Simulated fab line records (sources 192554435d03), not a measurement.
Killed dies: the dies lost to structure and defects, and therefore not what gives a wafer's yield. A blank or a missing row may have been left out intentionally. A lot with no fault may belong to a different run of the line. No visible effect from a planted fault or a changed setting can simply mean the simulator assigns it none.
Lot-split experiment ; flow n5_finfet ; on a route of 1938 steps: 7 lots, 21 wafers read

ON THE SPLIT
At N5_BEOL_M7_VIA_ETCH_34 (etches SiCOH lowk in C4F6/O2, target depth 125.5 nm, time 50.5 s), the setting source_w was moved away from the recipe's 345 W on 4 of the 21 wafers read, by -14.4% to +11.4%. This setting was run at the recipe's value on the other wafers.

The split's own step is where the reading is taken.

THE READING
rf_vpp_V, in V, at N5_BEOL_M7_VIA_ETCH_34 (etches SiCOH lowk in C4F6/O2, target depth 125.5 nm, time 50.5 s). On this fab line, fault-free wafers typically give 667 V with a standard deviation of 6.5 V.

wafer;tool, chamber at the split;source_w as run, W;against the recipe;rf_vpp_V, V;against lot-mates on the recipe
L074.2;rie_diel-06, 2;345;recipe;659;-
L074.3;rie_diel-06, 3;345;recipe;669;-
L074.5;rie_diel-06, 3;345;recipe;669;-
L081.3;rie_diel-01, 0;345;recipe;667;-
L081.4;rie_diel-01, 1;345;recipe;668;-
L081.5;rie_diel-01, 2;345;recipe;673;-
L084.1;rie_diel-01, 0;345;recipe;668;-
L084.4;rie_diel-01, 1;345;recipe;668;-
L084.6;rie_diel-01, 1;345;recipe;668;-
L092.1;rie_diel-06, 3;345;recipe;667;-
L092.3;rie_diel-06, 0;345;recipe;671;-
L092.4;rie_diel-06, 1;308.1;-10.7%;713;+44
L088.2;rie_diel-06, 0;345;recipe;669;-
L088.5;rie_diel-06, 3;384.2;+11.4%;633;-36
L088.6;rie_diel-06, 2;384.2;+11.4%;622;-47
L089.2;rie_diel-06, 1;345;recipe;674;-
L089.5;rie_diel-06, 2;345;recipe;657;-
L089.6;rie_diel-06, 3;345;recipe;668;-
L093.1;rie_diel-01, 3;345;recipe;659;-
L093.5;rie_diel-01, 1;295.2;-14.4%;723;+60
L093.6;rie_diel-01, 0;345;recipe;667;-

THE FIT
A straight line over all 21 wafers: rf_vpp_V changes by -3.78 V for each +1% of source_w; r = -0.97; the points scatter about the line by 4.9 V.
The same after taking each lot's own level away (the mean of its wafers on the recipe; 21 wafers): -3.92 V for each +1%; r = -0.98; scatter 4.4 V.
According to that fit, moving source_w by its largest amount changes the reading by 57 V.
Across the lots, their own levels run from 663.0 to 669.3 V, a range of 1.0 times the standard deviation given above.
Consequently the slope shifts little with the lot-to-lot level, the two slopes agreeing.
Check: with one of the wafers moved furthest among these (-14.4%) left out of the fit, the line predicts +55.3 V for it against its lot-mates. It came out at +60 V against them.
Tool readings at the split's step, against how far the setting was moved: rf_vpp_V r = -0.97.

FURTHER SPLITS ON THESE WAFERS
These wafers also went through other splits before the reading. Each is held against what the fit with the lots' levels taken away leaves over:
other split on the same wafers;wafers away from the commonest value;r with rf_vpp_V (lot level and that fit taken away)
N5_BEOL_M5_ETCH_41 source_w;8;-0.03
N5_BEOL_M7_ILD_DEP_00 time_s;7;-0.05

THE FILE'S OWN FIT
rf_vpp_V changes by -4.01 V for each +1% of source_w, r = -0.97.
